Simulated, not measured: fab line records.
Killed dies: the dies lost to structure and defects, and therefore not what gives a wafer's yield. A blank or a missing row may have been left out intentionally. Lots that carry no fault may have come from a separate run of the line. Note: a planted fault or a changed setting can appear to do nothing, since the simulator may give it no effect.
Which tool was responsible? :: flow nand harc :: 11 lots, 33 wafers sampled, at 5 steps of a route of 1302

== WHAT THE GAUGES SHOWED, per wafer ==
NHARC_A_CONTACT_CD_MEAS_80. Usual: cd nm at 289.7 nm, with a standard deviation of 0.87.
lot: L292
measured: day 25 12:25
on: cd sem-03
cd nm (nm): 289.3 289.7 289.7
flag: 

lot: L291
measured: day 25 14:35
on: cd sem-02
cd nm (nm): 289.6 289.5 289.5
flag: 

lot: L294
measured: day 26 08:06
on: cd sem-03
cd nm (nm): 288.5 288.2 288.0
flag: 

lot: L295
measured: day 27 01:00
on: cd sem-02
cd nm (nm): 290.3 289.5 289.5
flag: 

lot: L296
measured: day 27 15:43
on: cd sem-02
cd nm (nm): 291.2 290.9 290.9
flag: 

lot: L297
measured: day 28 10:22
on: cd sem-03
cd nm (nm): 290.6 290.6 290.4
flag: 

lot: L299
measured: day 29 07:07
on: cd sem-02
cd nm (nm): 290.4 290.4 290.3
flag: 

lot: L302
measured: day 30 06:04
on: cd sem-02
cd nm (nm): 289.0 288.7 289.0
flag: 

lot: L301
measured: day 30 06:26
on: cd sem-02
cd nm (nm): 289.7 289.8 289.4
flag: 

lot: L304
measured: day 30 19:32
on: cd sem-02
cd nm (nm): 288.3 288.6 288.4
flag: 

lot: L303
measured: day 31 04:26
on: cd sem-01
cd nm (nm): 287.1 287.6 287.5
flag: 

NHARC_END_SORT_01. Usual: killed at array 61, standard deviation 23; killed at other 1.3, standard deviation 1.4; killed at periphery 4.0, standard deviation 2.6; killed dies 66, standard deviation 22; killed open 3.4, standard deviation 1.8; killed short 2.3, standard deviation 1.4.
lot: L292
measured: day 27 16:37
on: prober-02
killed at array: 670 662 664
killed at other: 1 3 5
killed at periphery: 6 12 8
killed dies: 677 677 677
killed open: 3 5 4
killed short: 2 4 3
flag: OFF

lot: L291
measured: day 27 16:38
on: prober-01
killed at array: 675 670 674
killed at other: 0 1 0
killed at periphery: 2 6 3
killed dies: 677 677 677
killed open: 2 3 5
killed short: 1 1 3
flag: OFF

== WHAT TOOL EACH LOT RAN ON (gives the tool, then ch and the chambers of the sampled wafers, and finally the start) ==
lot: L292
NHARC_A_CONTACT_ETCH_106: rie diel-04 ch 0,2, day 25 12:46
NHARC_A_CONTACT_ETCH_135: har cap etch-01 ch 0,1, day 25 17:15
NHARC_A_CONTACT_ETCH_92: rie diel-04 ch 2,3, day 25 18:53

lot: L291
NHARC_A_CONTACT_ETCH_106: rie diel-11 ch 0,1,2, day 25 14:53
NHARC_A_CONTACT_ETCH_135: har cap etch-03 ch 0,1, day 25 19:30
NHARC_A_CONTACT_ETCH_92: rie diel-11 ch 0,1,2, day 25 21:08

lot: L294
NHARC_A_CONTACT_ETCH_106: rie diel-04 ch 2,3, day 26 08:25
NHARC_A_CONTACT_ETCH_135: har cap etch-03 ch 0,1, day 26 15:14
NHARC_A_CONTACT_ETCH_92: rie diel-01 ch 0,1,2, day 26 16:54

lot: L295
NHARC_A_CONTACT_ETCH_106: rie diel-04 ch 1,3, day 27 01:20
NHARC_A_CONTACT_ETCH_135: har cap etch-02 ch 0,1, day 27 06:00
NHARC_A_CONTACT_ETCH_92: rie diel-11 ch 0,3, day 27 07:40

lot: L296
NHARC_A_CONTACT_ETCH_106: rie diel-11 ch 0,2,3, day 27 16:11
NHARC_A_CONTACT_ETCH_135: har cap etch-01 ch 0,1, day 27 21:35
NHARC_A_CONTACT_ETCH_92: rie diel-11 ch 1,2,3, day 27 23:14

lot: L297
NHARC_A_CONTACT_ETCH_106: rie diel-11 ch 0,3, day 28 10:42
NHARC_A_CONTACT_ETCH_135: har cap etch-03 ch 0,1, day 28 20:33
NHARC_A_CONTACT_ETCH_92: rie diel-04 ch 0,2,3, day 28 22:09

lot: L299
NHARC_A_CONTACT_ETCH_106: rie diel-01 ch 0,1, day 29 07:25
NHARC_A_CONTACT_ETCH_135: har cap etch-03 ch 1, day 29 13:00
NHARC_A_CONTACT_ETCH_92: rie diel-01 ch 0,2,3, day 29 14:37

lot: L302
NHARC_A_CONTACT_ETCH_106: rie diel-11 ch 0,1,3, day 30 06:22
NHARC_A_CONTACT_ETCH_135: har cap etch-01 ch 0,1, day 30 13:02
NHARC_A_CONTACT_ETCH_92: rie diel-11 ch 1,2,3, day 30 15:11

lot: L301
NHARC_A_CONTACT_ETCH_106: rie diel-01 ch 0,2,3, day 30 06:46
NHARC_A_CONTACT_ETCH_135: har cap etch-03 ch 0,1, day 30 13:10
NHARC_A_CONTACT_ETCH_92: rie diel-11 ch 1,2,3, day 30 14:49

lot: L304
NHARC_A_CONTACT_ETCH_106: rie diel-11 ch 1,3, day 30 21:24
NHARC_A_CONTACT_ETCH_135: har cap etch-01 ch 0,1, day 31 02:38
NHARC_A_CONTACT_ETCH_92: rie diel-01 ch 0,2,3, day 31 04:17

lot: L303
NHARC_A_CONTACT_ETCH_106: rie diel-11 ch 1,2,3, day 31 04:44
NHARC_A_CONTACT_ETCH_135: har cap etch-02 ch 0,1, day 31 10:44
NHARC_A_CONTACT_ETCH_92: rie diel-11 ch 1,2,3, day 31 12:23
- NHARC_A_CONTACT_ETCH_106: etches the open film in CF4/O2, target depth 90 nm, overetch 9 nm, time 49.5 s.
- NHARC_A_CONTACT_ETCH_135: etches the open film in C4F8/O2/Ar, time 311 s, target depth 1912 nm.
- NHARC_A_CONTACT_ETCH_92: etches the open film in CH3F/O2, target depth 40 nm, time 85.7 s.

== WHAT THE TOOLS THEMSELVES READ (means of the sampled wafers that have a number; where no wafer has one, the mark that the record gives instead) ==
NHARC_A_CONTACT_ETCH_106. Usual: bias w 100.00 W (standard deviation 0.29); cf4 flow sccm 79.98 sccm (standard deviation 0.23); drypump motor current A 5.6 A (standard deviation 0.46); oes product au 1.001 a.u. (standard deviation 0.0067); rf vpp V 198.5 V (standard deviation 1.8); showerhead plenum p Torr 1.37 Torr (standard deviation 0.082); throttle valve pct 13.399 % (standard deviation 0.0093).
lot: L292
tool: rie diel-04
bias w (W): 100.10
cf4 flow sccm (sccm): 79.95
drypump motor current A (A): 5.6
oes product au (a.u.): 1.005
rf vpp V (V): 198.0
showerhead plenum p Torr (Torr): 1.35
throttle valve pct (%): 13.396
flag: 

lot: L291
tool: rie diel-11
bias w (W): 99.95
cf4 flow sccm (sccm): 79.86
drypump motor current A (A): 5.6
oes product au (a.u.): 1.005
rf vpp V (V): 198.6
showerhead plenum p Torr (Torr): 1.38
throttle valve pct (%): 13.396
flag: 

lot: L294
tool: rie diel-04
bias w (W): 99.93
cf4 flow sccm (sccm): 80.01
drypump motor current A (A): 5.4
oes product au (a.u.): 0.997
rf vpp V (V): 196.0
showerhead plenum p Torr (Torr): 1.27
throttle valve pct (%): 13.399
flag: 

lot: L295
tool: rie diel-04
bias w (W): 99.89
cf4 flow sccm (sccm): 80.19
drypump motor current A (A): 5.1
oes product au (a.u.): 1.003
rf vpp V (V): 199.3
showerhead plenum p Torr (Torr): 1.39
throttle valve pct (%): 13.397
flag: 

lot: L296
tool: rie diel-11
bias w (W): 99.96
cf4 flow sccm (sccm): 80.25
drypump motor current A (A): 5.7
oes product au (a.u.): 0.998
rf vpp V (V): 198.3
showerhead plenum p Torr (Torr): 1.38
throttle valve pct (%): 13.403
flag: 

lot: L297
tool: rie diel-11
bias w (W): 100.21
cf4 flow sccm (sccm): 79.95
drypump motor current A (A): 5.8
oes product au (a.u.): 1.002
rf vpp V (V): 198.5
showerhead plenum p Torr (Torr): 1.38
throttle valve pct (%): 13.404
flag: 

lot: L299
tool: rie diel-01
bias w (W): 100.01
cf4 flow sccm (sccm): 80.04
drypump motor current A (A): 5.5
oes product au (a.u.): 0.994
rf vpp V (V): 196.5
showerhead plenum p Torr (Torr): 1.27
throttle valve pct (%): 13.405
flag: 

lot: L302
tool: rie diel-11
bias w (W): 99.95
cf4 flow sccm (sccm): 80.01
drypump motor current A (A): 5.8
oes product au (a.u.): 0.992
rf vpp V (V): 197.8
showerhead plenum p Torr (Torr): 1.38
throttle valve pct (%): 13.392
flag: 

lot: L301
tool: rie diel-01
bias w (W): 100.09
cf4 flow sccm (sccm): 80.10
drypump motor current A (A): 6.0
oes product au (a.u.): 1.004
rf vpp V (V): 198.3
showerhead plenum p Torr (Torr): 1.35
throttle valve pct (%): 13.399
flag: 

lot: L304
tool: rie diel-11
bias w (W): 100.01
cf4 flow sccm (sccm): 79.89
drypump motor current A (A): 5.6
oes product au (a.u.): 1.001
rf vpp V (V): 200.5
showerhead plenum p Torr (Torr): 1.44
throttle valve pct (%): 13.396
flag: 

lot: L303
tool: rie diel-11
bias w (W): 100.04
cf4 flow sccm (sccm): 80.05
drypump motor current A (A): 5.4
oes product au (a.u.): 1.001
rf vpp V (V): 200.0
showerhead plenum p Torr (Torr): 1.44
throttle valve pct (%): 13.397
flag: 

NHARC_A_CONTACT_ETCH_135. Usual: chamber pressure mTorr 19.999 mTorr, standard deviation 0.017; oes air line au 1.004 a.u., standard deviation 0.018.
lot: L292
tool: har cap etch-01
chamber pressure mTorr (mTorr): -
oes air line au (a.u.): -
flag: OFF

lot: L291
tool: har cap etch-03
chamber pressure mTorr (mTorr): -
oes air line au (a.u.): -
flag: OFF

lot: L294
tool: har cap etch-03
chamber pressure mTorr (mTorr): 20.003
oes air line au (a.u.): 1.005
flag: 

lot: L295
tool: har cap etch-02
chamber pressure mTorr (mTorr): 20.006
oes air line au (a.u.): 0.990
flag: 

lot: L296
tool: har cap etch-01
chamber pressure mTorr (mTorr): 19.999
oes air line au (a.u.): 0.992
flag: 

lot: L297
tool: har cap etch-03
chamber pressure mTorr (mTorr): 19.992
oes air line au (a.u.): 1.012
flag: 

lot: L299
tool: har cap etch-03
chamber pressure mTorr (mTorr): 19.982
oes air line au (a.u.): 1.011
flag: 

lot: L302
tool: har cap etch-01
chamber pressure mTorr (mTorr): 20.013
oes air line au (a.u.): 0.986
flag: 

lot: L301
tool: har cap etch-03
chamber pressure mTorr (mTorr): 20.005
oes air line au (a.u.): 1.020
flag: 

lot: L304
tool: har cap etch-01
chamber pressure mTorr (mTorr): 19.990
oes air line au (a.u.): 0.983
flag: 

lot: L303
tool: har cap etch-02
chamber pressure mTorr (mTorr): 19.995
oes air line au (a.u.): 1.002
flag: 

NHARC_A_CONTACT_ETCH_92. Usual: bias w 99.97 W (standard deviation 0.29); ch3f flow sccm 49.97 sccm (standard deviation 0.15); drypump motor current A 5.7 A (standard deviation 0.48); oes product au 0.94 a.u. (standard deviation 0.031); rf vpp V 245.2 V (standard deviation 2.2); showerhead plenum p Torr 2.52 Torr (standard deviation 0.14); throttle valve pct 20.664 % (standard deviation 0.0091).
lot: L292
tool: rie diel-04
bias w (W): 99.80
ch3f flow sccm (sccm): 49.88
drypump motor current A (A): 5.4
oes product au (a.u.): 0.93
rf vpp V (V): 242.8
showerhead plenum p Torr (Torr): 2.35
throttle valve pct (%): 20.656
flag: 

lot: L291
tool: rie diel-11
bias w (W): 99.78
ch3f flow sccm (sccm): 50.02
drypump motor current A (A): 5.6
oes product au (a.u.): 0.93
rf vpp V (V): 244.7
showerhead plenum p Torr (Torr): 2.54
throttle valve pct (%): 20.668
flag: 

lot: L294
tool: rie diel-01
bias w (W): 99.91
ch3f flow sccm (sccm): 49.91
drypump motor current A (A): 5.7
oes product au (a.u.): 0.92
rf vpp V (V): 244.6
showerhead plenum p Torr (Torr): 2.40
throttle valve pct (%): 20.655
flag: 

lot: L295
tool: rie diel-11
bias w (W): 99.78
ch3f flow sccm (sccm): 50.01
drypump motor current A (A): 5.8
oes product au (a.u.): 0.93
rf vpp V (V): 245.9
showerhead plenum p Torr (Torr): 2.54
throttle valve pct (%): 20.664
flag: 

lot: L296
tool: rie diel-11
bias w (W): 99.98
ch3f flow sccm (sccm): 50.02
drypump motor current A (A): 5.4
oes product au (a.u.): 0.93
rf vpp V (V): 246.8
showerhead plenum p Torr (Torr): 2.65
throttle valve pct (%): 20.662
flag: 

lot: L297
tool: rie diel-04
bias w (W): 99.88
ch3f flow sccm (sccm): 50.08
drypump motor current A (A): 5.5
oes product au (a.u.): 0.93
rf vpp V (V): 244.2
showerhead plenum p Torr (Torr): 2.41
throttle valve pct (%): 20.663
flag: 

lot: L299
tool: rie diel-01
bias w (W): 100.15
ch3f flow sccm (sccm): 50.06
drypump motor current A (A): 6.0
oes product au (a.u.): 0.92
rf vpp V (V): 244.2
showerhead plenum p Torr (Torr): 2.49
throttle valve pct (%): 20.659
flag: 

lot: L302
tool: rie diel-11
bias w (W): 100.01
ch3f flow sccm (sccm): 49.93
drypump motor current A (A): 5.4
oes product au (a.u.): 0.94
rf vpp V (V): 247.5
showerhead plenum p Torr (Torr): 2.64
throttle valve pct (%): 20.660
flag: 

lot: L301
tool: rie diel-11
bias w (W): 100.12
ch3f flow sccm (sccm): 50.08
drypump motor current A (A): 5.4
oes product au (a.u.): 0.92
rf vpp V (V): 247.0
showerhead plenum p Torr (Torr): 2.64
throttle valve pct (%): 20.665
flag: 

lot: L304
tool: rie diel-01
bias w (W): 100.03
ch3f flow sccm (sccm): 49.96
drypump motor current A (A): 6.0
oes product au (a.u.): 1.01
rf vpp V (V): 244.8
showerhead plenum p Torr (Torr): 2.48
throttle valve pct (%): 20.658
flag: 

lot: L303
tool: rie diel-11
bias w (W): 100.06
ch3f flow sccm (sccm): 49.91
drypump motor current A (A): 5.4
oes product au (a.u.): 0.92
rf vpp V (V): 246.1
showerhead plenum p Torr (Torr): 2.64
throttle valve pct (%): 20.657
flag: 

== THE ANSWER, worked out from the rows above alone ==
Rule: a lot is off if the mean of its wafers that have a number lies more than 3 standard deviations from the usual mean. Also off: a lot with no number at a reading for which 4 or more lots have one. The other lots that the step has rows for count as sound. The gauges are gone through in route order, then the tools' own readings, and for those a lot's mean is taken as printed above. At the first step where some lot is off, the reading lying furthest off is the one used; lots without a number count as furthest.
Off: L292, L291, at NHARC_END_SORT_01 (killed dies). Neither off nor sound, because the step has no rows for them: L294, L295, L296, L297, L299, L302, L301, L304, L303.
If a tool, at a process step before that reading, ran all the lots that are off and no sound lot after the first of them, it fits. Not tried: the gauges at NHARC_END_SORT_01; whatever is off there is also off at NHARC_A_CONTACT_ETCH_135, on other tools, and gauge error can't account for it. None of those tried fits.

== WHAT THE SIMULATOR PUT IN ==
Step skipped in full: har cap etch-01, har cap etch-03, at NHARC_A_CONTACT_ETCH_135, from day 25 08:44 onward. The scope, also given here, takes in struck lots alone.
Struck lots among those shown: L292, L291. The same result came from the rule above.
